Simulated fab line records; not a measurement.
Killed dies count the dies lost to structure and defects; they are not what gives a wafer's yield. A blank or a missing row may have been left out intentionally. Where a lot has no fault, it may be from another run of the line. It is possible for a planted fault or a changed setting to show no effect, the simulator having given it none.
Split-lot study    flow n5_finfet    route with 1938 steps; 7 lots, 39 wafers read

## THE SPLIT
At N5_DUMMY_GATE_ETCH_37 (etches SOC in N2/H2, target depth 60 nm, overetch 30 nm), the setting source_w was moved away from the recipe's 840 W on 9 of the 39 wafers read, by -15.9% to +11.7%. For the rest of the wafers, this setting stayed at what the recipe calls for.

The split's own step is where the reading is taken.

## THE READING
rf_vpp_V, in V, at N5_DUMMY_GATE_ETCH_37 (etches SOC in N2/H2, target depth 60 nm, overetch 30 nm). Fault-free wafers of this fab line usually give 523.5 V, standard deviation 2 V.

wafer   tool, chamber at the split  source_w as run, W  against the recipe  rf_vpp_V, V  against lot-mates on the recipe
L075.2  rie_diel-06, 0              840                 recipe              524.0        -
L075.3  rie_diel-06, 1              840                 recipe              519.7        -
L075.4  rie_diel-06, 0              840                 recipe              522.7        -
L078.1  rie_diel-06, 2              840                 recipe              521.6        -
L078.2  rie_diel-06, 3              840                 recipe              523.0        -
L078.3  rie_diel-06, 0              840                 recipe              521.6        -
L078.4  rie_diel-06, 1              840                 recipe              520.5        -
L078.5  rie_diel-06, 3              840                 recipe              521.8        -
L078.6  rie_diel-06, 2              840                 recipe              521.2        -
L081.1  rie_diel-04, 1              840                 recipe              522.8        -
L081.2  rie_diel-04, 0              840                 recipe              521.9        -
L081.3  rie_diel-04, 3              840                 recipe              522.6        -
L081.4  rie_diel-04, 0              840                 recipe              523.4        -
L081.5  rie_diel-04, 1              840                 recipe              523.7        -
L081.6  rie_diel-04, 3              840                 recipe              523.1        -
L085.1  rie_diel-04, 1              938.5               +11.7%              505.7        -17.8
L085.2  rie_diel-04, 0              840                 recipe              523.1        -
L085.3  rie_diel-04, 3              840                 recipe              523.6        -
L085.4  rie_diel-04, 1              938.5               +11.7%              504.5        -19.0
L085.5  rie_diel-04, 3              840                 recipe              523.9        -
L085.6  rie_diel-04, 0              938.5               +11.7%              503.9        -19.6
L092.1  rie_diel-04, 1              840                 recipe              523.9        -
L092.2  rie_diel-04, 0              840                 recipe              523.5        -
L092.3  rie_diel-04, 2              713.2               -15.1%              554.7        +30.9
L092.4  rie_diel-04, 1              713.2               -15.1%              553.3        +29.5
L092.5  rie_diel-04, 2              713.2               -15.1%              553.7        +29.9
L092.6  rie_diel-04, 0              840                 recipe              524.0        -
L094.1  rie_diel-05, 2              706.3               -15.9%              555.4        +29.7
L094.2  rie_diel-05, 1              706.3               -15.9%              555.5        +29.8
L094.3  rie_diel-05, 1              840                 recipe              525.4        -
L094.4  rie_diel-05, 2              840                 recipe              526.1        -
L094.5  rie_diel-05, 1              706.3               -15.9%              555.6        +29.9
L094.6  rie_diel-05, 2              840                 recipe              525.7        -
L097.1  rie_diel-05, 1              840                 recipe              524.9        -
L097.2  rie_diel-05, 3              840                 recipe              526.3        -
L097.3  rie_diel-05, 0              840                 recipe              520.6        -
L097.4  rie_diel-05, 2              840                 recipe              525.7        -
L097.5  rie_diel-05, 3              840                 recipe              527.9        -
L097.6  rie_diel-05, 2              840                 recipe              523.8        -

FIT RESULTS
A straight line over all 39 wafers: rf_vpp_V changes by -1.91 V for each +1% of source_w; r = -0.99; the points scatter about the line by 2 V.
The same after taking each lot's own level away (the mean of its wafers on the recipe; 39 wafers): -1.84 V for each +1%; r = -0.99; scatter 1.5 V.
On that fit, the largest move of source_w shifts the reading by 29 V.
From 521.62 to 525.73 V: that is the span of the lots' own levels, equal to 2.1 times the standard deviation above.
Consequently the slope shifts little with the lot-to-lot level, the two slopes agreeing.
Check: with one of the wafers moved furthest among these (-15.9%) left out of the fit, the line predicts +29.8 V for it against its lot-mates. It came out at +29.7 V against them.
Tool readings at the split's step, against how far the setting was moved: rf_vpp_V r = -0.99.

## THESE WAFERS: OTHER SPLITS
Other splits were also applied to these wafers ahead of the reading. Each is held against what the fit with the lots' levels taken away leaves over:
other split on the same wafers   wafers away from the commonest value  r with rf_vpp_V (lot level and that fit taken away)
N5_WELL_APT_EPI_41 target_thk_a  18                                    +0.13
N5_FIN_SAQP_ALD_61 ald_cycles    9                                     +0.05
N5_FIN_CUT_CUT_ETCH_26 time_s    18                                    +0.00

## THE WHOLE CHAIN: every reading that the file lists as answering this split, in the file's order
step                   what it does                                             reading                                                                              change (the file's fit)                 r (the file's)
N5_DUMMY_GATE_ETCH_37  etches SOC in N2/H2, target depth 60 nm, overetch 30 nm  rf_vpp_V                                                                             -1.86 V for each +1% of the setting     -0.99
N5_DUMMY_GATE_ETCH_37  etches SOC in N2/H2, target depth 60 nm, overetch 30 nm  SiARC_of_DUMMY_GATE_COAT_35.thk_nm (the simulator's own value, which no gauge read)  -0.0293 nm for each +1% of the setting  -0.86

## THE FILE'S OWN FIT
rf_vpp_V changes by -1.86 V for each +1% of source_w, r = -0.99.
